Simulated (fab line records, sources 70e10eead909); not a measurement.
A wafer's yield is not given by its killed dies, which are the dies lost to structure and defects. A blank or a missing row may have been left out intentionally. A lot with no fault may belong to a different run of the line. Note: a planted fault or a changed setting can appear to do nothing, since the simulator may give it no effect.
The tool behind it: which one? ; flow nand harc ; 6 lots, 17 wafers sampled, at 5 steps of a route of 1302

## WHAT EACH GAUGE READ, for each wafer
NHARC_END_SORT_01.
lot;measured;on;killed at array
L280;day 26 09:52;prober-01;675 56

## WHICH TOOL RAN EACH LOT (tool, then ch and the chambers of the sampled wafers, then the start)
lot;NHARC_A_CONTACT_ETCH_127;NHARC_A_CONTACT_ETCH_133;NHARC_A_CONTACT_ETCH_91;NHARC_A_CONTACT_ETCH_106
L274;har cap etch-02 ch 0,1, day 22 12:09;har cap etch-02 ch 0,1, day 22 13:15;rie diel-01 ch 0,3, day 22 14:01;rie diel-05 ch 2,3, day 22 14:37
L280;har cap etch-02 ch 0,1, day 23 21:17;har cap etch-02 ch 0,1, day 23 22:57;rie diel-05 ch 2,3, day 23 23:31;rie diel-05 ch 0,3, day 24 00:00
L290;har cap etch-01 ch 0,1, day 28 04:31;har cap etch-01 ch 0,1, day 28 05:37;rie diel-08 ch 0,1,2, day 28 06:23;rie diel-05 ch 0,2, day 28 06:55
L288;har cap etch-02 ch 0, day 28 07:37;har cap etch-02 ch 0, day 28 08:42;rie diel-08 ch 0,1,2, day 28 09:26;rie diel-01 ch 0,1,3, day 28 09:58
L293;har cap etch-03 ch 0,1, day 30 10:30;har cap etch-03 ch 0,1, day 30 11:34;rie diel-08 ch 1,2,3, day 30 12:22;rie diel-05 ch 0,1,2, day 30 12:52
L296;har cap etch-02 ch 0,1, day 32 04:57;har cap etch-02 ch 0,1, day 32 06:01;rie diel-05 ch 0,2,3, day 32 06:48;rie diel-08 ch 0,1,3, day 32 07:20
- NHARC_A_CONTACT_ETCH_127: etches the open film in C4F8/O2/Ar, time 197 s, target depth 1918 nm.
- NHARC_A_CONTACT_ETCH_133: etches the open film in C4F8/O2/Ar, time 374 s, target depth 1610 nm.
- NHARC_A_CONTACT_ETCH_91: etches the open film in CH3F/O2, target depth 40 nm, time 85.7 s.
- NHARC_A_CONTACT_ETCH_106: etches the open film in CF4/O2, target depth 90 nm, overetch 9 nm, time 49.5 s.

## THE ANSWER, worked out from the rows above alone
Rule: the lots themselves supply what counts as usual. The widest of any qualifying gaps counts: lots, ordered by their means at a reading, are off when they make up no more than a third of the lots, leave a main group of 4 or more, and stand apart from it by 3 or more times the standard deviation of that group's means. A main group whose means are all the same, to the digits that the tables above print for the reading, isn't used. Also off: a lot with no number at a reading for which 4 or more lots have one. Where the step has rows for the other lots, those lots are counted as sound.
Across all readings shown, no lot is off: no conclusion can be drawn from this.

## WHAT HAD BEEN PUT IN BY THE SIMULATOR
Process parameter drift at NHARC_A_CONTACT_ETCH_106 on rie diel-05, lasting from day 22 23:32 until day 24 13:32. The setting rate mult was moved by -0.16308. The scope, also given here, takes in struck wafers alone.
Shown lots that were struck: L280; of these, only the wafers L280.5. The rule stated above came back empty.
